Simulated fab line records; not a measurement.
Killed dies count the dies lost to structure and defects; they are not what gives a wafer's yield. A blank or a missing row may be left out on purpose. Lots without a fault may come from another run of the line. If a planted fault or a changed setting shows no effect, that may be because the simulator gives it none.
fab line records	flow nand_harc
record lots=13	wafers=39	last_day=24
route steps=1159 shown P_GATE@200 P_CONTACT@229 END@1159
lots untouched by any fault: they come from a run of this same line in which no faults occurred
start_h: the number of hours between the record's first day and the start of the first shown wafer of the lot	wait_h: hours since the lot's step before	" same as the row above	L1.1+2: one row covering several wafers at once	- no value present, or no start provided	* or withheld: withheld	< > ~ a bound
route shown NAME@n: a module of which the file shows steps, and the number in the route of the first	usual: mean/standard deviation of fault-free wafers	same: alike in all rows	chamber/n: place in a boat	sites: the reading at each site	_std_site: standard deviation of those values	_edge_site: mean of outer sites minus mean of inner sites	radius_mm: how far each site lies from the wafer's centre	mask NAME#n: copy n	behind: the tool/chamber that last shaped the wafer	hold: reason for holding the lot/hours on hold/outcome of the hold	device: whichever transistor did not switch (one of n, p or np)	end of line: at the end of the route, the tests of the same wafers	a step with no rows: only its recipe	killed: the dies lost at the first sort to structure and to defects; this is not the yield of the wafer	map: a wafer's dies, marking killed ones x, the rest . and places with no die _
set.NAME: setting as actually run; set.NAME@STEP: the setting as run at that earlier step	model.NAME: the simulator's own value behind a step, which no gauge read
route steps across a sampled set of lots; one table per step, one row per wafer
services: when a tool's chamber went out of use (start_h, in hours from the record's first day, below 0 if earlier), for how many hours, and the reason
## steps
# step NHARC_P_GATE_CD_MEAS_91
# recipe target_cd_nm=2000	landing_energy_ev=500
# usual cd_nm=1999.0/3
lot.wafer	tool	chamber	start_h	wait_h	cd_nm
L156.2	cd_sem-02	0	111.40	-	1997.0
L156.5	"	0	"	"	1997.2
L156.6	"	0	"	"	1995.5
L155.1	cd_sem-03	0	112.24	-	2002.5
L155.3	"	0	"	"	2003.9
L155.6	"	0	"	"	2003.3
L157.2	cd_sem-01	0	123.44	-	1999.1
L157.3	"	0	"	"	2000.2
L157.4	"	0	"	"	1997.3
L159.3	cd_sem-03	0	131.10	-	2002.3
L159.4	"	0	"	"	2002.6
L159.5	"	0	"	"	1999.6
L160.2	cd_sem-03	0	142.54	-	2001.3
L160.5	"	0	"	"	1997.9
L160.6	"	0	"	"	2003.0
L161.2	cd_sem-03	0	147.17	-	2001.7
L161.3	"	0	"	"	1998.1
L161.4	"	0	"	"	2003.2
L163.2	cd_sem-02	0	158.00	-	1994.3
L163.4	"	0	"	"	1997.1
L163.6	"	0	"	"	1999.6
L162.1	cd_sem-02	0	158.28	-	2002.6
L162.4	"	0	"	"	1999.0
L162.6	"	0	"	"	2002.8
L165.3	cd_sem-03	0	185.73	-	1999.7
L165.5	"	0	"	"	1997.3
L165.6	"	0	"	"	1998.1
L169.1	cd_sem-03	0	202.09	-	1998.3
L169.4	"	0	"	"	1995.1
L169.5	"	0	"	"	1995.8
L170.1	cd_sem-02	0	205.03	-	1998.8
L170.4	"	0	"	"	2000.4
L170.5	"	0	"	"	2003.7
L176.1	cd_sem-02	0	236.52	-	1999.9
L176.2	"	0	"	"	2003.0
L176.6	"	0	"	"	1999.2
L177.2	cd_sem-01	0	238.69	-	1997.9
L177.3	"	0	"	"	1995.2
L177.6	"	0	"	"	1996.2
# step NHARC_P_GATE_RTA_64
# recipe temp_c=1050	time_s=1
# usual lamp_power_pct=32/5	lamp_zone_1_pct=32/5	lamp_zone_3_pct=32/5	lamp_zone_7_pct=32/5.1	wafer_temp_C_max=1054.4/1.1
lot.wafer	tool	chamber	start_h	wait_h	lamp_power_pct	lamp_zone_1_pct	lamp_zone_3_pct	lamp_zone_7_pct	wafer_temp_C_max
L156.2	rtp_anneal-01	0	113.26	-	37	37	37	38	1053.9
L156.5	"	0	"	"	38	37	37	38	1056.6
L156.6	"	0	"	"	37	37	37	38	1055.9
L155.1	rtp_anneal-02	0	114.27	-	27	27	27	28	1053.9
L155.3	"	0	"	"	27	27	27	28	1054.7
L155.6	"	0	"	"	27	27	27	28	1053.1
L157.2	rtp_anneal-02	0	125.26	-	27	27	27	28	1053.9
L157.3	"	0	"	"	27	27	27	28	1054.3
L157.4	"	0	"	"	27	27	27	28	1055.1
L159.3	rtp_anneal-02	0	133.04	-	27	27	27	28	1054.2
L159.4	"	0	"	"	27	27	27	28	1054.1
L159.5	"	0	"	"	27	27	27	28	1054.9
L160.2	rtp_anneal-01	0	144.39	-	37	38	37	38	1054.6
L160.5	"	0	"	"	37	37	38	38	1057.4
L160.6	"	0	"	"	38	37	37	38	1056.6
L161.2	rtp_anneal-01	0	149.02	-	37	37	37	38	1055.1
L161.3	"	0	"	"	37	37	37	38	1053.6
L161.4	"	0	"	"	37	37	37	38	1055.5
L163.2	rtp_anneal-02	0	159.83	-	27	27	27	28	1054.2
L163.4	"	0	"	"	27	27	27	28	1054.0
L163.6	"	0	"	"	27	27	27	28	1053.8
L162.1	rtp_anneal-01	0	160.11	-	37	37	37	38	1054.0
L162.4	"	0	"	"	37	37	37	38	1053.2
L162.6	"	0	"	"	37	38	37	38	1055.7
L165.3	rtp_anneal-02	0	187.87	-	27	27	27	28	1057.1
L165.5	"	0	"	"	27	27	27	28	1054.0
L165.6	"	0	"	"	27	27	27	28	1056.1
L169.1	rtp_anneal-01	0	203.91	-	38	37	37	38	1055.4
L169.4	"	0	"	"	37	37	37	38	1053.1
L169.5	"	0	"	"	37	37	37	38	1054.1
L170.1	rtp_anneal-01	0	206.83	-	37	38	37	38	1054.2
L170.4	"	0	"	"	37	37	37	38	1055.8
L170.5	"	0	"	"	38	37	37	38	1054.3
L176.1	rtp_anneal-01	0	238.33	-	37	38	37	38	1054.9
L176.2	"	0	"	"	37	37	37	38	1053.2
L176.6	"	0	"	"	37	37	37	38	1054.4
L177.2	rtp_anneal-02	0	240.53	-	27	27	27	28	1053.9
L177.3	"	0	"	"	27	27	27	28	1052.8
L177.6	"	0	"	"	27	27	27	28	1055.6
# step NHARC_P_CONTACT_EXPOSE_09
# recipe na=1.35	target_cd_nm=90	dose_mj=81.26	mask_id=P_CA
lot.wafer	tool	chamber	start_h	wait_h	mask
L156.2+5+6	arfi_scanner-03	0	115.99	-	P_CA#0
L155.1+3+6	arfi_scanner-03	0	116.86	-	P_CA#0
L157.2+3+4	arfi_scanner-01	0	127.99	-	P_CA#0
L159.3+4+5	arfi_scanner-02	0	135.80	-	P_CA#0
L160.2+5+6	arfi_scanner-01	0	147.20	-	P_CA#0
L161.2+3+4	arfi_scanner-02	0	151.73	-	P_CA#0
L163.2+4+6	arfi_scanner-03	0	162.55	-	P_CA#0
L162.1+4+6	arfi_scanner-02	0	163.01	-	P_CA#0
L165.3+5+6	arfi_scanner-02	0	190.56	-	P_CA_R1#0
L169.1+4+5	arfi_scanner-01	0	207.00	-	P_CA#0
L170.1+4+5	arfi_scanner-01	0	209.65	-	P_CA#0
L176.1+2+6	arfi_scanner-01	0	241.07	-	P_CA#0
L177.2+3+6	arfi_scanner-01	0	243.20	-	P_CA#0
# step NHARC_P_CONTACT_STRIP_28
# recipe o2_flow_sccm=500	ar_flow_sccm=0	bias_w=0	chemistry=O2
# usual drypump_motor_current_A=5.81/0.27	oes_product_au=0.996/0.011	rf_vpp_V=57.6/0.95	showerhead_plenum_p_Torr=3.47/0.12	throttle_valve_pct=17.036/0.0086
lot.wafer	tool	chamber	start_h	wait_h	drypump_motor_current_A	oes_product_au	rf_hours_counter_h	rf_vpp_V	showerhead_plenum_p_Torr	throttle_valve_pct
L156.2	rie_diel-08	2	117.26	0.1	6.08	0.991	17	58.7	3.34	17.041
L156.6	"	2	"	"	6.05	0.985	-	56.9	3.34	17.051
L156.5	"	3	"	"	5.56	0.996	-	58.4	3.47	17.031
L155.1	rie_diel-11	2	118.22	0.1	6.44	0.989	28	58.6	3.45	17.030
L155.3	"	0	"	"	6.07	1.006	32	58.8	3.40	17.033
L155.6	"	2	"	"	6.36	0.990	-	58.6	3.45	17.028
L157.4	rie_diel-11	3	129.31	0.1	6.01	1.001	39	57.0	3.49	17.036
L157.3	"	0	"	"	6.09	1.016	37	58.2	3.39	17.041
L157.2	"	1	"	"	5.68	0.992	37	58.4	3.66	17.033
L159.4	rie_diel-08	3	137.10	0.1	5.58	0.992	0	57.1	3.47	17.023
L159.3	"	0	"	"	6.01	0.999	0	58.4	3.55	17.037
L159.5	"	2	"	"	6.05	1.013	-	57.2	3.34	17.052
L160.2	rie_diel-11	2	148.49	0.1	6.45	0.989	39	56.5	3.44	17.017
L160.5	"	1	"	"	5.72	0.994	-	58.0	3.66	17.034
L160.6	"	2	"	"	6.41	0.976	-	56.4	3.44	17.034
L161.3	rie_diel-04	1	153.03	0.1	5.70	0.994	3	58.5	3.35	17.036
L161.2	"	2	"	"	5.56	1.008	3	57.6	3.66	17.005
L161.4	"	3	"	"	5.86	0.987	3	57.4	3.37	17.048
L163.2	rie_diel-11	2	163.81	0.1	6.44	0.985	46	57.2	3.44	17.029
L163.4	"	1	"	"	5.68	0.998	50	58.8	3.65	17.028
L163.6	"	2	"	"	6.43	0.985	-	58.6	3.44	17.046
L162.4	rie_diel-04	2	164.44	0.1	5.54	0.999	4	58.4	3.66	17.034
L162.1	"	0	"	"	5.66	1.010	4	58.3	3.66	17.044
L162.6	"	2	"	"	5.55	0.995	-	56.9	3.66	17.034
L165.3	rie_diel-04	3	191.92	0.2	5.85	0.979	-	57.7	3.37	17.037
L165.5	"	1	"	"	5.69	1.000	-	56.6	3.35	17.035
L165.6	"	3	"	"	5.88	0.987	-	57.7	3.37	17.032
L169.1	rie_diel-08	2	208.28	0.1	6.04	0.997	7	57.9	3.34	17.020
L169.4	"	3	"	"	5.58	0.995	8	57.3	3.47	17.031
L169.5	"	2	"	"	6.05	0.999	-	57.8	3.34	17.047
L170.1	rie_diel-04	1	210.93	0.1	5.75	0.996	8	58.6	3.35	17.034
L170.4	"	2	"	"	5.52	1.000	6	58.0	3.66	17.039
L170.5	"	2	"	"	5.52	0.993	-	58.3	3.66	17.038
L176.1	rie_diel-11	0	242.34	0.1	6.05	1.004	14	59.4	3.37	17.029
L176.2	"	2	"	"	6.42	1.004	16	57.6	3.42	17.037
L176.6	"	0	"	"	6.04	1.011	-	56.7	3.37	17.029
L177.2	rie_diel-08	0	244.50	0.1	5.98	0.990	13	59.3	3.54	17.049
L177.3	"	1	"	"	5.37	0.982	12	58.6	3.52	17.029
L177.6	"	2	"	"	6.04	1.000	-	55.1	3.34	17.024
# step NHARC_END_SORT_01
# recipe temp_c=25
# usual killed_at_array=29/11	killed_at_other=0.6/1	killed_at_periphery=3.1/2.1	killed_dies=33/11	killed_open=3.1/1.9	killed_short=1.9/1.5
# same gross_dies=677
lot.wafer	tool	chamber	start_h	wait_h	killed_at_array	killed_at_other	killed_at_periphery	killed_dies	killed_open	killed_short
L156.2	prober-01	0	447.92	2.8	28	2	3	33	3	1
L156.5	prober-01	0	450.30	3.7	28	1	4	33	4	2
L156.6	prober-01	0	451.09	4.0	26	0	2	28	1	3
L160.2	prober-01	0	472.30	2.9	30	0	1	31	1	3
L160.5	prober-01	0	474.75	3.8	27	0	2	29	3	2
L160.6	prober-01	0	475.57	4.1	26	1	2	29	0	1
L159.3	prober-02	0	473.02	3.1	22	0	4	26	3	1
L159.4	prober-02	0	473.82	3.4	19	0	3	22	3	1
L159.5	prober-02	0	474.61	3.7	25	0	6	31	3	2
L161.2	prober-02	0	495.00	2.8	22	0	2	24	3	1
L161.3	prober-02	0	495.80	3.1	28	0	4	32	5	1
L161.4	prober-02	0	496.61	3.4	24	0	3	27	7	2
L163.2	prober-01	0	495.00	2.8	11	1	2	14	2	2
L163.4	prober-01	0	496.60	3.4	18	1	2	21	1	3
L163.6	prober-01	0	498.20	4.0	6	0	3	9	2	1
L162.1	prober-01	0	501.97	2.5	30	0	8	38	1	0
L162.4	prober-01	0	504.35	3.4	32	1	3	36	2	3
L162.6	prober-01	0	505.94	4.0	34	0	4	38	3	2
L165.3	prober-02	0	517.16	3.1	33	0	0	33	5	5
L165.5	prober-02	0	518.77	3.7	29	0	3	32	4	3
L165.6	prober-02	0	519.58	4.0	35	0	2	37	4	0
# killed by level:class
L156.2 A_CHANNEL_HOLE_D1:chamber_film_flake=11 A_SLIT:chamber_film_flake=5 A_CONTACT:chamber_film_flake=5 P_BONDPAD:chamber_film_flake=2 A_CHANNEL_FILL_D1:chamber_film_flake=2 THIN_TSV:chamber_film_flake=2 A_CHANNEL_FILL_D1:geometric_particle:open=1 A_WL_FILL:geometric_particle:short=1
L156.5 A_CHANNEL_HOLE_D1:chamber_film_flake=9 A_SLIT:chamber_film_flake=8 A_CONTACT:chamber_film_flake=3 P_STI:chamber_film_flake=2 P_GATE:geometric_particle:open=1 A_ONON_D1:geometric_particle:short=1 A_SGD_CUT:geometric_particle:open=1 A_CONTACT:geometric_particle:open=1
L156.6 A_CHANNEL_HOLE_D1:chamber_film_flake=9 A_SLIT:chamber_film_flake=7 A_CONTACT:chamber_film_flake=4 P_M0:geometric_particle:open=1 A_CHANNEL_FILL_D1:geometric_particle:short=1 A_WL_FILL:geometric_particle:short=1 A_M0:geometric_particle:short=1 P_ZERO_WELL:chamber_film_flake=1
L160.2 A_SLIT:chamber_film_flake=12 A_CHANNEL_HOLE_D1:chamber_film_flake=6 A_CONTACT:chamber_film_flake=5 A_M0:chamber_film_flake=2 A_SOURCE_PLATE:geometric_particle:short=1 A_CHANNEL_FILL_D1:geometric_particle:short=1 A_CONTACT:geometric_particle:open=1 A_CONTACT:geometric_particle:short=1
L159.3 A_SLIT:chamber_film_flake=11 P_ZERO_WELL:chamber_film_flake=2 A_CONTACT:chamber_film_flake=2 A_CHANNEL_HOLE_D1:chamber_film_flake=2 A_CHANNEL_FILL_D1:chamber_film_flake=2 A_SOURCE_PLATE:geometric_particle:open=1 A_CONTACT:geometric_particle:short=1 A_CONTACT:geometric_particle:open=1
L159.4 A_SLIT:chamber_film_flake=10 A_CONTACT:chamber_film_flake=4 P_CONTACT:chamber_film_flake=2 A_ONON_D1:geometric_particle:short=1 A_BLC:geometric_particle:open=1 A_M0:geometric_particle:open=1 A_BONDPAD:geometric_particle:open=1 P_STI:chamber_film_flake=1
L159.5 A_SLIT:chamber_film_flake=14 P_STI:chamber_film_flake=3 A_CHANNEL_HOLE_D1:chamber_film_flake=3 A_CONTACT:geometric_particle:open=2 P_ZERO_WELL:chamber_film_flake=2 A_CONTACT:chamber_film_flake=2 P_M0:geometric_particle:open=1 A_ONON_D1:geometric_particle:short=1
L160.5 A_SLIT:chamber_film_flake=12 A_CONTACT:chamber_film_flake=4 A_CHANNEL_FILL_D1:geometric_particle:open=2 A_WL_FILL:geometric_particle:short=2 P_ZERO_WELL:chamber_film_flake=2 A_STAIRCASE:chamber_film_flake=2 A_CHANNEL_HOLE_D1:chamber_film_flake=2 A_M0:chamber_film_flake=2
L160.6 A_SLIT:chamber_film_flake=15 A_CHANNEL_HOLE_D1:chamber_film_flake=7 A_CONTACT:chamber_film_flake=3 P_M0:geometric_particle:short=1 P_BONDPAD:chamber_film_flake=1 A_WL_FILL:chamber_film_flake=1 THIN_TSV:chamber_film_flake=1
L161.2 A_CHANNEL_HOLE_D1:chamber_film_flake=12 A_WL_FILL:chamber_film_flake=5 P_M0:geometric_particle:open=1 P_M1:geometric_particle:open=1 A_ONON_D1:geometric_particle:open=1 A_WL_FILL:geometric_particle:short=1 A_CHANNEL_FILL_D1:chamber_film_flake=1 A_STAIRCASE:chamber_film_flake=1
L163.2 A_STAIRCASE:chamber_film_flake=4 A_CHANNEL_HOLE_D1:chamber_film_flake=2 A_CONTACT:chamber_film_flake=2 P_CONTACT:geometric_particle:short=1 A_CONTACT:geometric_particle:open=1 A_M1:geometric_particle:open=1 STARTING-WAFER:geometric_particle:short=1 P_ZERO_WELL:chamber_film_flake=1
L161.3 A_CHANNEL_HOLE_D1:chamber_film_flake=20 A_STAIRCASE:chamber_film_flake=2 P_STI:geometric_particle:open=1 P_CONTACT:geometric_particle:short=1 P_CONTACT:geometric_particle:open=1 A_SOURCE_PLATE:geometric_particle:open=1 A_CHANNEL_HOLE_D1:geometric_particle:open=1 A_BLC:geometric_particle:open=1
L163.4 A_CHANNEL_HOLE_D1:chamber_film_flake=9 A_CONTACT:chamber_film_flake=4 A_CHANNEL_FILL_D1:geometric_particle:short=1 A_WL_FILL:geometric_particle:short=1 A_CONTACT:geometric_particle:short=1 A_BLC:geometric_particle:open=1 P_ZERO_WELL:chamber_film_flake=1 P_GATE:chamber_film_flake=1
L161.4 A_CHANNEL_HOLE_D1:chamber_film_flake=14 A_ONON_D1:geometric_particle:open=3 P_STI:geometric_particle:open=1 P_CONTACT:geometric_particle:open=1 A_ONON_D1:geometric_particle:short=1 A_CHANNEL_HOLE_D1:geometric_particle:short=1 A_SGD_CUT:geometric_particle:open=1 A_BLC:geometric_particle:open=1
L163.6 A_CONTACT:chamber_film_flake=3 A_CHANNEL_HOLE_D1:chamber_film_flake=2 P_GATE:geometric_particle:open=1 P_CONTACT:geometric_particle:open=1 A_M1:geometric_particle:short=1 P_M2:chamber_film_flake=1
L162.1 A_CHANNEL_HOLE_D1:chamber_film_flake=17 A_SLIT:chamber_film_flake=12 P_ZERO_WELL:chamber_film_flake=3 P_STI:chamber_film_flake=3 P_GATE:geometric_particle:open=1 P_M2:chamber_film_flake=1 A_STAIRCASE:chamber_film_flake=1
L162.4 A_CHANNEL_HOLE_D1:chamber_film_flake=14 A_SLIT:chamber_film_flake=11 A_ONON_D1:geometric_particle:short=2 P_STI:chamber_film_flake=2 A_STAIRCASE:chamber_film_flake=2 P_M0:geometric_particle:open=1 A_CHANNEL_HOLE_D1:geometric_particle:short=1 A_BLC:geometric_particle:open=1
L162.6 A_CHANNEL_HOLE_D1:chamber_film_flake=16 A_SLIT:chamber_film_flake=13 P_STI:chamber_film_flake=3 P_M0:geometric_particle:short=1 A_CHANNEL_HOLE_D1:geometric_particle:open=1 A_CONTACT:geometric_particle:open=1 A_M0:geometric_particle:open=1 A_M0:geometric_particle:short=1
L165.3 A_SLIT:chamber_film_flake=7 A_CHANNEL_HOLE_D1:chamber_film_flake=6 A_CONTACT:chamber_film_flake=4 A_CHANNEL_FILL_D1:chamber_film_flake=3 A_CHANNEL_FILL_D1:geometric_particle:open=2 A_CONTACT:geometric_particle:open=2 A_STAIRCASE:chamber_film_flake=2 A_SOURCE_PLATE:geometric_particle:short=1
L165.5 A_SLIT:chamber_film_flake=11 A_CONTACT:chamber_film_flake=5 A_CHANNEL_HOLE_D1:chamber_film_flake=4 A_STAIRCASE:chamber_film_flake=3 A_CONTACT:geometric_particle:short=2 P_GATE:geometric_particle:short=1 P_GATE:geometric_particle:open=1 P_M0:geometric_particle:open=1
L165.6 A_SLIT:chamber_film_flake=18 A_CHANNEL_HOLE_D1:chamber_film_flake=4 A_STAIRCASE:chamber_film_flake=4 A_CONTACT:chamber_film_flake=4 P_CONTACT:geometric_particle:open=1 A_CONTACT:geometric_particle:open=1 A_M0:geometric_particle:open=1 A_M1:geometric_particle:open=1
## services
tool	chamber	start_h	hours	kind
rie_diel-11	0	95.51	-	clean
rie_diel-11	1	95.51	-	clean
rie_diel-11	2	95.51	-	clean
rie_diel-11	3	95.51	-	clean
rie_diel-11	1	95.68	3.4	repair
rie_diel-11	-	103.09	0.9	repair
rie_diel-04	-	111.90	9.0	pm
rie_diel-11	0	120.06	-	clean
rie_diel-11	1	120.06	-	clean
arfi_scanner-02	-	120.46	1.3	repair
rie_diel-08	-	124.80	9.0	pm
arfi_scanner-03	-	140.00	4.0	pm
rie_diel-08	2	175.06	6.6	repair
arfi_scanner-03	-	180.73	0.6	repair
rie_diel-04	2	185.65	9.5	repair
rie_diel-08	3	188.22	1.2	repair
rie_diel-11	-	189.53	9.0	pm
rie_diel-04	-	189.96	0.5	repair
rie_diel-04	0	190.58	9.3	repair
arfi_scanner-01	-	196.00	4.0	pm
rie_diel-08	1	202.74	2.6	repair
arfi_scanner-03	-	206.27	4.3	repair
arfi_scanner-02	-	215.55	4.1	repair
rie_diel-04	1	240.11	6.5	repair
## key
first_sign step=NHARC_P_CONTACT_EXPOSE_09	reading=mask	direction=changed
effect none on later readings
met_at NHARC_P_CONTACT_EXPOSE_09
struck_lots L165
tester_left_out L165
not_acting_at NHARC_P_GATE_CD_MEAS_91,NHARC_P_GATE_RTA_64,NHARC_P_CONTACT_STRIP_28
onset_between 163.01 190.56
fault kind=wrong_mask	tool=any	chamber=-	onset_h=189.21	steps=NHARC_P_CONTACT_EXPOSE_09	aux_copy=P_CA_R1#0	cd_offset_nm=1.2332	scope=struck_lots_only
# tester_left_out: of these lots the tester's yield and bins aren't shown, on N5 and GAA mostly nor the transistor test; their killed dies are dies lost to structure and defects alone, not to doping, threshold or leakage, so they don't give the yield
